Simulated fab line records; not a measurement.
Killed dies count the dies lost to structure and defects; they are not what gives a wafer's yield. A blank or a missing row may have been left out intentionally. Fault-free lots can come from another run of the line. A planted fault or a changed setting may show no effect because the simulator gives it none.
The tool behind it: which one? :: flow nandHarc :: 39 wafers from 13 lots sampled at 5 of the route's 1159 steps

## WHAT THE GAUGES READ, wafer by wafer
NHARC_THIN_TSV_THK_MEAS_02: measures by ir. Usual: thkNm at 2981 nm, with a standard deviation of 210.
lot: L578
measured: day 18 06:23
on: filmMetro-02
thkNm (nm): 2839 2919 2766
flag: 

lot: L579
measured: day 18 16:29
on: filmMetro-01
thkNm (nm): 3145 3425 3287
flag: 

lot: L581
measured: day 18 23:56
on: filmMetro-02
thkNm (nm): 3026 3044 2813
flag: 

lot: L584
measured: day 19 01:08
on: filmMetro-01
thkNm (nm): 3215 2870 2970
flag: 

lot: L583
measured: day 19 04:28
on: filmMetro-01
thkNm (nm): 3057 2844 3020
flag: 

lot: L582
measured: day 19 10:31
on: filmMetro-01
thkNm (nm): 2962 2996 3182
flag: 

lot: L588
measured: day 20 23:25
on: filmMetro-01
thkNm (nm): 3004 2843 3039
flag: 

lot: L590
measured: day 21 09:17
on: filmMetro-02
thkNm (nm): 2836 3339 3030
flag: 

lot: L592
measured: day 21 10:30
on: filmMetro-02
thkNm (nm): 3200 3378 2983
flag: 

lot: L589
measured: day 21 11:43
on: filmMetro-01
thkNm (nm): 3028 3199 2996
flag: 

lot: L598
measured: day 23 18:28
on: filmMetro-02
thkNm (nm): 3241 3326 3289
flag: 

lot: L597
measured: day 24 05:53
on: filmMetro-01
thkNm (nm): 2948 3086 2802
flag: 

lot: L600
measured: day 24 07:05
on: filmMetro-01
thkNm (nm): 2827 3101 2658
flag: 

NHARC_END_SORT_01. Usual: killedAtArray 28, standard deviation 12; killedAtOther 0.8, standard deviation 1.1; killedAtPeriphery 3.6, standard deviation 2.3; killedDies 32, standard deviation 12; killedOpen 3.4, standard deviation 1.9; killedShort 2.0, standard deviation 1.3.
lot: L590
measured: day 22 07:51
on: prober-02
killedAtArray: 121 25 22
killedAtOther: 0 5 2
killedAtPeriphery: 5 3 8
killedDies: 126 33 32
killedOpen: 0 2 5
killedShort: 1 1 3
flag: 

lot: L589
measured: day 22 07:53
on: prober-01
killedAtArray: 19 127 19
killedAtOther: 1 0 1
killedAtPeriphery: 1 2 6
killedDies: 21 129 26
killedOpen: 4 3 5
killedShort: 0 0 1
flag: 

## WHAT TOOL EACH LOT RAN ON (gives the tool, then ch and the chambers of the sampled wafers, and finally the start)
lot: L578
NHARC_A_CONTACT_ETCH_92: rieDiel-03 ch 2,3, day 16 17:41
NHARC_A_M1_DEGAS_29: pvdSputter-03, day 17 08:03
NHARC_A_M1_DEP_33: pecvd-04 ch 0,1,2, day 17 10:26

lot: L579
NHARC_A_CONTACT_ETCH_92: rieDiel-10 ch 1,2,3, day 17 07:07
NHARC_A_M1_DEGAS_29: pvdSputter-03, day 17 23:28
NHARC_A_M1_DEP_33: pecvd-04 ch 0,2, day 18 01:16

lot: L581
NHARC_A_CONTACT_ETCH_92: rieDiel-07 ch 0,2, day 17 14:10
NHARC_A_M1_DEGAS_29: pvdSputter-03, day 18 05:10
NHARC_A_M1_DEP_33: pecvd-03 ch 0,1,2, day 18 07:05

lot: L584
NHARC_A_CONTACT_ETCH_92: rieDiel-10 ch 1,2,3, day 17 18:49
NHARC_A_M1_DEGAS_29: pvdSputter-02, day 18 09:52
NHARC_A_M1_DEP_33: pecvd-03 ch 0,1, day 18 11:37

lot: L583
NHARC_A_CONTACT_ETCH_92: rieDiel-10 ch 1,3, day 17 19:20
NHARC_A_M1_DEGAS_29: pvdSputter-01, day 18 10:16
NHARC_A_M1_DEP_33: pecvd-02 ch 0,2, day 18 12:17

lot: L582
NHARC_A_CONTACT_ETCH_92: rieDiel-10 ch 0,1,3, day 17 21:42
NHARC_A_M1_DEGAS_29: pvdSputter-02, day 18 14:44
NHARC_A_M1_DEP_33: pecvd-04 ch 0,1,2, day 18 16:33

lot: L588
NHARC_A_CONTACT_ETCH_92: rieDiel-10 ch 0,1,2, day 19 12:26
NHARC_A_M1_DEGAS_29: pvdSputter-01, day 20 04:46
NHARC_A_M1_DEP_33: pecvd-04 ch 0,1, day 20 06:27

lot: L590
NHARC_A_CONTACT_ETCH_92: rieDiel-10 ch 0,1,3, day 19 17:55
NHARC_A_M1_DEGAS_29: pvdSputter-01, day 20 11:03
NHARC_A_M1_DEP_33: pecvd-03 ch 0,1,2, day 20 12:49

lot: L592
NHARC_A_CONTACT_ETCH_92: rieDiel-03 ch 0,1,3, day 20 00:14
NHARC_A_M1_DEGAS_29: pvdSputter-01, day 20 16:39
NHARC_A_M1_DEP_33: pecvd-04 ch 0,1,2, day 20 18:21

lot: L589
NHARC_A_CONTACT_ETCH_92: rieDiel-10 ch 0,1,2, day 20 01:22
NHARC_A_M1_DEGAS_29: pvdSputter-02, day 20 17:02
NHARC_A_M1_DEP_33: pecvd-04 ch 1,2, day 20 18:52

lot: L598
NHARC_A_CONTACT_ETCH_92: rieDiel-03 ch 0,1,3, day 22 10:30
NHARC_A_M1_DEGAS_29: pvdSputter-01, day 22 23:40
NHARC_A_M1_DEP_33: pecvd-02 ch 1,2, day 23 01:25

lot: L597
NHARC_A_CONTACT_ETCH_92: rieDiel-07 ch 2,3, day 22 19:38
NHARC_A_M1_DEGAS_29: pvdSputter-02, day 23 12:05
NHARC_A_M1_DEP_33: pecvd-04 ch 0,2, day 23 13:49

lot: L600
NHARC_A_CONTACT_ETCH_92: rieDiel-07 ch 0,2,3, day 22 22:13
NHARC_A_M1_DEGAS_29: pvdSputter-01, day 23 14:10
NHARC_A_M1_DEP_33: pecvd-04 ch 1,2, day 23 15:56
- NHARC_A_CONTACT_ETCH_92: etches the open film in CH3F/O2, target depth 40 nm, time 85.7 s.
- NHARC_A_M1_DEGAS_29: time 60 s.
- NHARC_A_M1_DEP_33: deposits SiCN, target thk 30 nm.

## WHAT THE TOOLS THEMSELVES READ (means of the sampled wafers that have a number; where no wafer has one, the mark that the record gives instead)
NHARC_A_CONTACT_ETCH_92. Usual: drypumpMotorCurrentA 5.76 A, standard deviation 0.27; oesProductAu 0.94 a.u., standard deviation 0.031; rfVppV 245.1 V, standard deviation 1.5; showerheadPlenumPTorr 2.51 Torr, standard deviation 0.094; throttleValvePct 20.664 %, standard deviation 0.0099.
lot: L578
tool: rieDiel-03
drypumpMotorCurrentA (A): 5.85
oesProductAu (a.u.): 0.93
rfVppV (V): 245.1
showerheadPlenumPTorr (Torr): 2.50
throttleValvePct (%): 20.667
flag: 

lot: L579
tool: rieDiel-10
drypumpMotorCurrentA (A): 5.86
oesProductAu (a.u.): 0.94
rfVppV (V): 245.7
showerheadPlenumPTorr (Torr): 2.53
throttleValvePct (%): 20.669
flag: 

lot: L581
tool: rieDiel-07
drypumpMotorCurrentA (A): 6.20
oesProductAu (a.u.): 0.93
rfVppV (V): 244.4
showerheadPlenumPTorr (Torr): 2.53
throttleValvePct (%): 20.672
flag: 

lot: L584
tool: rieDiel-10
drypumpMotorCurrentA (A): 5.84
oesProductAu (a.u.): 0.93
rfVppV (V): 245.9
showerheadPlenumPTorr (Torr): 2.53
throttleValvePct (%): 20.655
flag: 

lot: L583
tool: rieDiel-10
drypumpMotorCurrentA (A): 5.70
oesProductAu (a.u.): 0.93
rfVppV (V): 244.6
showerheadPlenumPTorr (Torr): 2.50
throttleValvePct (%): 20.665
flag: 

lot: L582
tool: rieDiel-10
drypumpMotorCurrentA (A): 5.62
oesProductAu (a.u.): 0.93
rfVppV (V): 244.8
showerheadPlenumPTorr (Torr): 2.55
throttleValvePct (%): 20.660
flag: 

lot: L588
tool: rieDiel-10
drypumpMotorCurrentA (A): 5.65
oesProductAu (a.u.): 0.93
rfVppV (V): 245.0
showerheadPlenumPTorr (Torr): 2.52
throttleValvePct (%): 20.659
flag: 

lot: L590
tool: rieDiel-10
drypumpMotorCurrentA (A): 5.60
oesProductAu (a.u.): 0.91
rfVppV (V): 245.5
showerheadPlenumPTorr (Torr): 2.54
throttleValvePct (%): 20.666
flag: 

lot: L592
tool: rieDiel-03
drypumpMotorCurrentA (A): 5.77
oesProductAu (a.u.): 1.00
rfVppV (V): 245.4
showerheadPlenumPTorr (Torr): 2.53
throttleValvePct (%): 20.654
flag: 

lot: L589
tool: rieDiel-10
drypumpMotorCurrentA (A): 5.66
oesProductAu (a.u.): 0.93
rfVppV (V): 245.3
showerheadPlenumPTorr (Torr): 2.52
throttleValvePct (%): 20.660
flag: 

lot: L598
tool: rieDiel-03
drypumpMotorCurrentA (A): 5.76
oesProductAu (a.u.): 0.93
rfVppV (V): 245.4
showerheadPlenumPTorr (Torr): 2.52
throttleValvePct (%): 20.669
flag: 

lot: L597
tool: rieDiel-07
drypumpMotorCurrentA (A): 5.94
oesProductAu (a.u.): 0.92
rfVppV (V): 242.6
showerheadPlenumPTorr (Torr): 2.37
throttleValvePct (%): 20.657
flag: 

lot: L600
tool: rieDiel-07
drypumpMotorCurrentA (A): 6.01
oesProductAu (a.u.): 0.92
rfVppV (V): 244.7
showerheadPlenumPTorr (Torr): 2.47
throttleValvePct (%): 20.670
flag: 

NHARC_A_M1_DEGAS_29. Usual: heaterPowerW at 334 W, with a standard deviation of 38.
lot: L578
tool: pvdSputter-03
heaterPowerW (W): 347
flag: 

lot: L579
tool: pvdSputter-03
heaterPowerW (W): 370
flag: 

lot: L581
tool: pvdSputter-03
heaterPowerW (W): 370
flag: 

lot: L584
tool: pvdSputter-02
heaterPowerW (W): 373
flag: 

lot: L583
tool: pvdSputter-01
heaterPowerW (W): 313
flag: 

lot: L582
tool: pvdSputter-02
heaterPowerW (W): 317
flag: 

lot: L588
tool: pvdSputter-01
heaterPowerW (W): 343
flag: 

lot: L590
tool: pvdSputter-01
heaterPowerW (W): 342
flag: 

lot: L592
tool: pvdSputter-01
heaterPowerW (W): 362
flag: 

lot: L589
tool: pvdSputter-02
heaterPowerW (W): 296
flag: 

lot: L598
tool: pvdSputter-01
heaterPowerW (W): 350
flag: 

lot: L597
tool: pvdSputter-02
heaterPowerW (W): 341
flag: 

lot: L600
tool: pvdSputter-01
heaterPowerW (W): 334
flag: 

NHARC_A_M1_DEP_33. Usual: heaterPowerW at 600 W, with a standard deviation of 86.
lot: L578
tool: pecvd-04
heaterPowerW (W): 600
flag: 

lot: L579
tool: pecvd-04
heaterPowerW (W): 647
flag: 

lot: L581
tool: pecvd-03
heaterPowerW (W): 609
flag: 

lot: L584
tool: pecvd-03
heaterPowerW (W): 584
flag: 

lot: L583
tool: pecvd-02
heaterPowerW (W): 565
flag: 

lot: L582
tool: pecvd-04
heaterPowerW (W): 641
flag: 

lot: L588
tool: pecvd-04
heaterPowerW (W): 647
flag: 

lot: L590
tool: pecvd-03
heaterPowerW (W): 577
flag: 

lot: L592
tool: pecvd-04
heaterPowerW (W): 615
flag: 

lot: L589
tool: pecvd-04
heaterPowerW (W): 599
flag: 

lot: L598
tool: pecvd-02
heaterPowerW (W): 560
flag: 

lot: L597
tool: pecvd-04
heaterPowerW (W): 713
flag: 

lot: L600
tool: pecvd-04
heaterPowerW (W): 577
flag: 

## THE ANSWER, worked out from the rows above alone
Rule: take the mean of a lot's wafers that have a number; if it is more than 3 standard deviations from the usual mean, the lot is off. A lot without any number at a reading at which 4 lots or more have one is off too. Where the step has rows for the other lots, those lots are counted as sound. The gauges are gone through in route order, then the tools' own readings, and for those a lot's mean is taken as printed above. The first step at which some lot is off is used, and at that step the reading that is off furthest; a lot without a number counts as furthest.
No lot is off on any of the readings shown, so nothing can be concluded from this.

## WHAT WAS PUT IN BY THE SIMULATOR
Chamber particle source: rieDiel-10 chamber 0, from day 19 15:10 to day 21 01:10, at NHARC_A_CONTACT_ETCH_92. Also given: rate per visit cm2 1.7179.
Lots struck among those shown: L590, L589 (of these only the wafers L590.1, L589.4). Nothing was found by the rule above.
